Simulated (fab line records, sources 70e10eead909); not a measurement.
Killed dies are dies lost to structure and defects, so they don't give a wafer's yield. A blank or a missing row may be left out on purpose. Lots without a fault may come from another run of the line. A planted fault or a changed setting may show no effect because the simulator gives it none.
Problem report in the 8D (eight disciplines) form, filled by code | flow nand_harc | the parts of the form that need people (team, actions taken, sign-off) are left out

1. THE PROBLEM
killed_at_array at NHARC_END_SORT_01 reads a mean of 664 on 6 wafers of 2 lots; wafers without a fault read 55 with a standard deviation of 20. That is +30 standard deviations from the usual mean.
First seen on wafer L468.1, day 29 12:41, on prober-02. The record holds 6 wafers of 2 lots with a number at this step. Rule for "out", or "out of limits": more than 4 standard deviations from the usual mean. The other wafers with a number count as sound.

2. WHAT IT IS AND WHAT IT IS NOT
question                    | is                           | is not
which readings at this step | killed_at_array, killed_dies | killed_at_periphery, killed_open, killed_short
which lots                  | L467, L468                   | -
which wafers of those lots  | all that have a number       | -
read on which gauges        | prober-01, prober-02         | -
when                        | from day 29 12:41            | up to then (0 sound wafers)

3. SUSPECTS, AND WHAT RULES EACH OUT
Counting: a tool at a process step up to the reading stays a suspect if it ran every lot that is out and no sound lot after the first of them.
- the gauge at NHARC_END_SORT_01: ruled out. The wafers that are out were read on 2 gauges (prober-01, prober-02).
- rie_diel-04 at NHARC_A_STAIRCASE_ETCH_13 (etches the open film in C4F8/O2, target depth 100 nm, time 40.5 s): kept. It ran every lot that is out, first L467 (day 20 08:23), and no sound lot after that. NHARC_A_STAIRCASE_ETCH_13 gives no start for some lots, so the hours and the order of its lots are those of NHARC_A_STAIRCASE_TRIM_26.
- rie_diel-04 at NHARC_A_STAIRCASE_ETCH_15 (etches the open film in C4F8/O2, target depth 100 nm, time 40.5 s): kept. It ran every lot that is out, first L467 (day 20 08:23), and no sound lot after that. NHARC_A_STAIRCASE_ETCH_15 gives no start for some lots, so the hours and the order of its lots are those of NHARC_A_STAIRCASE_TRIM_26.
- rie_diel-04 at NHARC_A_STAIRCASE_TRIM_18 (chemistry O2, time 211.2 s): kept. It ran every lot that is out, first L467 (day 20 08:23), and no sound lot after that. NHARC_A_STAIRCASE_TRIM_18 gives no start for some lots, so the hours and the order of its lots are those of NHARC_A_STAIRCASE_TRIM_26.
- rie_diel-04 at NHARC_A_STAIRCASE_TRIM_26 (chemistry O2, time 211.2 s): kept. It ran every lot that is out, first L467 (day 20 08:23), and no sound lot after that. Its own readings are out on those wafers: oes_product_au.
Left after counting: rie_diel-04 at NHARC_A_STAIRCASE_ETCH_13, rie_diel-04 at NHARC_A_STAIRCASE_ETCH_15, rie_diel-04 at NHARC_A_STAIRCASE_TRIM_18, rie_diel-04 at NHARC_A_STAIRCASE_TRIM_26.

4. THE CAUSE (what the simulator had put in)
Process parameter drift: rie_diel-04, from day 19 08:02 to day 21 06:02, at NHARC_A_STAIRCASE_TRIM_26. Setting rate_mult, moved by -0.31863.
Counting left 4 suspects, and this tool is among them.

5. THE CHAIN OF EFFECTS, in route order
Each row: a reading whose mean over the struck wafers that have a number lies more than 3 standard deviations from the usual. Only readings for which the record gives a usual standard deviation are gone through. hours: the time from each lot's start at the first step in this table that gives one to its start at this step, as a median over the lots. sigmas: the change in usual standard deviations.
hours | step                      | reading         | usual      | on struck wafers | change | sigmas
0     | NHARC_A_STAIRCASE_TRIM_26 | oes_product_au  | 1.001 a.u. | 0.795            | -0.206 | -19
223   | NHARC_END_SORT_01         | killed_at_array | 55         | 664              | +609   | +30
223   | NHARC_END_SORT_01         | killed_dies     | 60         | 670              | +610   | +29
The process steps in it:
- NHARC_A_STAIRCASE_TRIM_26: chemistry O2, time 211.2 s.

6. WHAT WOULD HAVE CAUGHT IT SOONER
In this record the first reading out of limits at a measuring or inspecting step was taken at day 29 12:41, 245 hours after the fault began at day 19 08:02.
The tool's own readings at NHARC_A_STAIRCASE_TRIM_26 were out on every struck wafer that the step has a row for (oes_product_au): an alarm limit on them would have fired on the first of those.
All the lots that are out (2) had begun NHARC_A_STAIRCASE_TRIM_26 on rie_diel-04 by day 29 12:41. A hold on the tool at that time would have spared none of them.
